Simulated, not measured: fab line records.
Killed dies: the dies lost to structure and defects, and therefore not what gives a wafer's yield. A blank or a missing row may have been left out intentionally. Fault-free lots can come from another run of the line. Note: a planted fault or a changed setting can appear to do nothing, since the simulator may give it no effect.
Split-lot study | flow n5Finfet | 21 wafers read from 7 lots, route of 1938 steps

== THE SPLIT ITSELF ==
At N5_BEOL_M0_ETCH_138 (etches SiCN in CH3F/O2, target depth 12 nm, time 31.6 s), the setting sourceW was moved away from the recipe's 395 W on 10 of the 21 wafers read, by -16.9% to +17.4%. For the rest of the wafers, this setting stayed at what the recipe calls for.

Reading taken at the split's own step.

== THE READING ==
rfVppV, in V, at N5_BEOL_M0_ETCH_138 (etches SiCN in CH3F/O2, target depth 12 nm, time 31.6 s). On this fab line, fault-free wafers typically give 297.5 V with a standard deviation of 1.6 V.

wafer  | tool, chamber at the split | sourceW as run, W | against the recipe | rfVppV, V | against lot-mates on the recipe
L076.2 | rieDiel-01, 3              | 395               | recipe             | 296.7     | -
L076.3 | rieDiel-01, 2              | 395               | recipe             | 298.3     | -
L076.6 | rieDiel-01, 1              | 395               | recipe             | 298.1     | -
L077.2 | rieDiel-04, 2              | 454               | +14.9%             | 284.7     | -13.6
L077.5 | rieDiel-04, 3              | 454               | +14.9%             | 286.5     | -11.8
L077.6 | rieDiel-04, 2              | 395               | recipe             | 298.3     | -
L084.2 | rieDiel-03, 2              | 354.6             | -10.2%             | 310.1     | +13.5
L084.4 | rieDiel-03, 3              | 354.6             | -10.2%             | 307.3     | +10.7
L084.6 | rieDiel-03, 3              | 395               | recipe             | 296.6     | -
L086.1 | rieDiel-04, 3              | 419.3             | +6.2%              | 293.2     | -3.7
L086.3 | rieDiel-04, 0              | 395               | recipe             | 296.9     | -
L086.5 | rieDiel-04, 1              | 419.3             | +6.2%              | 289.4     | -7.5
L087.1 | rieDiel-01, 0              | 328.3             | -16.9%             | 314.1     | +17.9
L087.2 | rieDiel-01, 2              | 395               | recipe             | 296.2     | -
L087.5 | rieDiel-01, 1              | 328.3             | -16.9%             | 319.3     | +23.1
L094.1 | rieDiel-04, 1              | 395               | recipe             | 296.7     | -
L094.5 | rieDiel-04, 1              | 395               | recipe             | 297.0     | -
L094.6 | rieDiel-04, 0              | 395               | recipe             | 296.5     | -
L096.3 | rieDiel-01, 0              | 463.8             | +17.4%             | 280.9     | -14.5
L096.4 | rieDiel-01, 1              | 463.8             | +17.4%             | 285.0     | -10.4
L096.6 | rieDiel-01, 0              | 395               | recipe             | 295.4     | -

FIT RESULTS
A straight line over all 21 wafers: rfVppV changes by -0.958 V for each +1% of sourceW; r = -0.98; the points scatter about the line by 2.1 V.
The same after taking each lot's own level away (the mean of its wafers on the recipe; 21 wafers): -0.969 V for each +1%; r = -0.97; scatter 2.2 V.
Per that fit: largest sourceW move, reading shift of 17 V.
The lots' own levels span 295.40 to 298.30 V, that is 1.8 times the standard deviation above.
Consequently the slope shifts little with the lot-to-lot level, the two slopes agreeing.
Check: with one of the wafers moved furthest among these (+17.4%) left out of the fit, the line predicts -15.9 V for it against its lot-mates. Against them it came out at -14.5 V.
Tool readings at the split's step, against how far the setting was moved: rfVppV r = -0.98.

== THE FILE'S OWN FIT ==
rfVppV changes by -0.954 V for each +1% of sourceW, r = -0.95.
